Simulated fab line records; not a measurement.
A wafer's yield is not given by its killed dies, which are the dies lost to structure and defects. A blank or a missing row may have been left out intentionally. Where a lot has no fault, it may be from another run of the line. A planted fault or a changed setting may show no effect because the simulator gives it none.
Matching of chambers || flow nand-harc || 4 sister chambers for NHARC_A_STAIRCASE_DESCUM_219 on rie-diel-12
The step chemistry O2, time 3 s. 4 wafers are shown with their chamber, then 12 later ones without.

== WAFERS PAIRED WITH THEIR CHAMBERS ==
{"wafer": "L084.1", "chamber": 0, "drypump-motor-current-A (A)": 5.6}
{"wafer": "L090.5", "chamber": 3, "drypump-motor-current-A (A)": 6.5}
{"wafer": "L090.4", "chamber": 2, "drypump-motor-current-A (A)": 6.3}
{"wafer": "L090.6", "chamber": 1, "drypump-motor-current-A (A)": 5.9}

== WAFERS WHOSE CHAMBER IS MISSING ==
{"wafer": "L092.2", "drypump-motor-current-A (A)": 6.3}
{"wafer": "L092.3", "drypump-motor-current-A (A)": 5.7}
{"wafer": "L092.6", "drypump-motor-current-A (A)": 5.9}
{"wafer": "L093.1", "drypump-motor-current-A (A)": 6.5}
{"wafer": "L093.2", "drypump-motor-current-A (A)": 6.3}
{"wafer": "L093.4", "drypump-motor-current-A (A)": 5.6}
{"wafer": "L095.1", "drypump-motor-current-A (A)": 6.5}
{"wafer": "L095.2", "drypump-motor-current-A (A)": 5.7}
{"wafer": "L095.3", "drypump-motor-current-A (A)": 6.3}
{"wafer": "L095.4", "drypump-motor-current-A (A)": 5.9}
{"wafer": "L095.5", "drypump-motor-current-A (A)": 5.9}
{"wafer": "L095.6", "drypump-motor-current-A (A)": 6.3}

== WHICH CHAMBER EACH ONE RAN IN ==
{"wafer": "L092.2", "from the rows above": 2, "in truth": 2}
{"wafer": "L092.3", "from the rows above": 0, "in truth": 0}
{"wafer": "L092.6", "from the rows above": 1, "in truth": 1}
{"wafer": "L093.1", "from the rows above": 3, "in truth": 3}
{"wafer": "L093.2", "from the rows above": 2, "in truth": 2}
{"wafer": "L093.4", "from the rows above": 0, "in truth": 0}
{"wafer": "L095.1", "from the rows above": 3, "in truth": 3}
{"wafer": "L095.2", "from the rows above": 0, "in truth": 0}
{"wafer": "L095.3", "from the rows above": 2, "in truth": 2}
{"wafer": "L095.4", "from the rows above": 1, "in truth": 1}
{"wafer": "L095.5", "from the rows above": 1, "in truth": 1}
{"wafer": "L095.6", "from the rows above": 2, "in truth": 2}
Placed correctly: 12 of 12. Number that these rows cannot place: 0. Placed wrongly: 0.
How it was worked out, from the rows above alone: a wafer's distance from a chamber is the root of the sum, over the readings, of the square of ((its reading less the chamber's mean) divided by the reading's scatter). If the next closest chamber is less than 2 further off than the closest, the wafer can't be placed; otherwise it belongs to the closest. For every chamber, the mean is computed from those of its wafers that are shown. The scatter: with one shown wafer a chamber, the root of the mean of the squares of how far each hidden wafer lies from its nearest shown one.
